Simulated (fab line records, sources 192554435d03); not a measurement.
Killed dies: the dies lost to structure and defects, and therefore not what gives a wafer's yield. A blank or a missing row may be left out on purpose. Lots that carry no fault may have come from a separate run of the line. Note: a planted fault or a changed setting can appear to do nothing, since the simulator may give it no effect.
Chamber matching | flow n5Finfet | N5_BEOL_M3_PRE_CLEAN_60 on cvdCo-02 has 3 sister chambers
The step time 15 s. 3 wafers are shown with their chamber, then 9 later ones without.

== WAFERS PAIRED WITH THEIR CHAMBERS ==
wafer  | chamber | heaterPowerW (W)
L091.2 | 1       | 97
L091.5 | 0       | 85
L091.6 | 2       | 67

== WAFERS WITH NO CHAMBER GIVEN ==
wafer  | heaterPowerW (W)
L090.2 | 96
L090.4 | 99
L090.5 | 88
L092.4 | 67
L092.5 | 66
L092.6 | 87
L095.1 | 67
L095.3 | 66
L095.4 | 88

== WHICH CHAMBER EACH ONE RAN IN ==
wafer  | from the rows above | in truth
L090.2 | 1                   | 1
L090.4 | 1                   | 1
L090.5 | 0                   | 0
L092.4 | 2                   | 2
L092.5 | 2                   | 2
L092.6 | 0                   | 0
L095.1 | 2                   | 2
L095.3 | 2                   | 2
L095.4 | 0                   | 0
Correct placement for 9 of the 9. From these rows, 0 cannot be placed. 0 placed wrongly.
How it was worked out, from the rows above alone: a wafer's distance from a chamber is the root of the sum, over the readings, of the square of ((its reading less the chamber's mean) divided by the reading's scatter). The wafer belongs to the nearest chamber; if the next one is less than 2 further off, it can't be placed. Each chamber's mean is taken over the wafers shown for it. The scatter: root of mean squared gap, hidden wafer to nearest shown wafer, with one shown wafer a chamber.
